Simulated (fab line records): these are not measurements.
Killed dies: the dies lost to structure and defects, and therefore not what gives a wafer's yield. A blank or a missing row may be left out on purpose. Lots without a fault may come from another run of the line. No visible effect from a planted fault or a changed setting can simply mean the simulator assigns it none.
Code-filled problem report in 8D (eight disciplines) form :: flow nand_harc :: the parts of the form that need people (team, actions taken, sign-off) are left out

1. WHAT WENT WRONG
time_to_endpoint_s at NHARC_A_M1_CMP_23 reads a mean of 40.0 s on 2 wafers of 2 lots; wafers without a fault read 28.1 s with a standard deviation of 2.3. That puts it +5.2 standard deviations away from the usual mean.
The step: polishes, t overpolish 20 s, target thk 154.34 nm.
First observed at day 30 05:49: wafer L262.4, on cmp-01. At this step, 33 wafers from 11 lots have a number in the record. The rule behind "out" and "out of limits": a value lying over 4 standard deviations away from the usual mean. The rest of the wafers with a number are treated as sound.

2. WHAT IT IS, AND WHAT IT ISN'T
question: which readings at this step
is: time_to_endpoint_s
is not: motor_current_A

question: which lots
is: L262, L264
is not: L245, L246, L247, L249, L250, L251, L252, L254, L267

question: which wafers of those lots
is: L262.4, L264.5
is not: L262.1, L262.2, L264.2, L264.3

question: read on which tools
is: cmp-01, cmp-02
is not: cmp-04

question: when
is: from day 30 05:49
is not: up to then (26 sound wafers); but 5 sound wafers of L264, L267 came after

3. SUSPECTS, AND WHAT RULES EACH OUT
Counting: if a tool at a process step up to the reading ran every lot that is out, it stays a suspect. Sound lots after the first of them don't rule it out here, since some wafers of a struck lot are sound.
- ecd_cu-01 at NHARC_A_M1_ECD_22 (material Cu, target thk 400 nm): kept. It ran every lot that is out, first L262 (day 30 05:06); its last sound lot up to then is L251 (day 25 20:17).
Remaining after the count: ecd_cu-01 at NHARC_A_M1_ECD_22.

4. THE CAUSE (what the simulator had put in)
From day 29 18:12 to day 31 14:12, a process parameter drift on ecd_cu-01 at NHARC_A_M1_ECD_22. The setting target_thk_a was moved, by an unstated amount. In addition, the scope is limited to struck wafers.
Counting left only this tool.

5. THE CHAIN OF EFFECTS, in route order
Each row: a reading where the mean over the struck wafers with a number is more than 3 standard deviations away from the usual. Only readings for which the record gives a usual standard deviation are gone through. hours: the time from each lot's start at the first step in this table that gives one to its start at this step, as a median over the lots. sigmas: the change in usual standard deviations.
hours: 0
step: NHARC_A_M1_CMP_23
reading: time_to_endpoint_s
usual: 28.1 s
on struck wafers: 40.0
change: +11.9
sigmas: +5.2
It contains these process steps:
- NHARC_A_M1_CMP_23: polishes, t overpolish 20 s, target thk 154.34 nm.
Later measuring or inspecting steps at which every struck wafer that the step has a row for has a number for every such reading, and none has moved that far: NHARC_A_M1_INSPECT_27, NHARC_END_SORT_01.

6. HOW IT WOULD HAVE BEEN CAUGHT EARLIER
In this record no reading fell out of limits until day 30 05:49, 12 hours after the fault had begun at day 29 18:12.
No tool reading at NHARC_A_M1_ECD_22 that has a usual standard deviation in the record was out on any struck wafer, so an alarm limit of 4 standard deviations on those readings would not have fired.
L264, from the lots that are out (2), started NHARC_A_M1_ECD_22 on ecd_cu-01 later than day 30 05:49. Holding the tool at that time would have saved it.
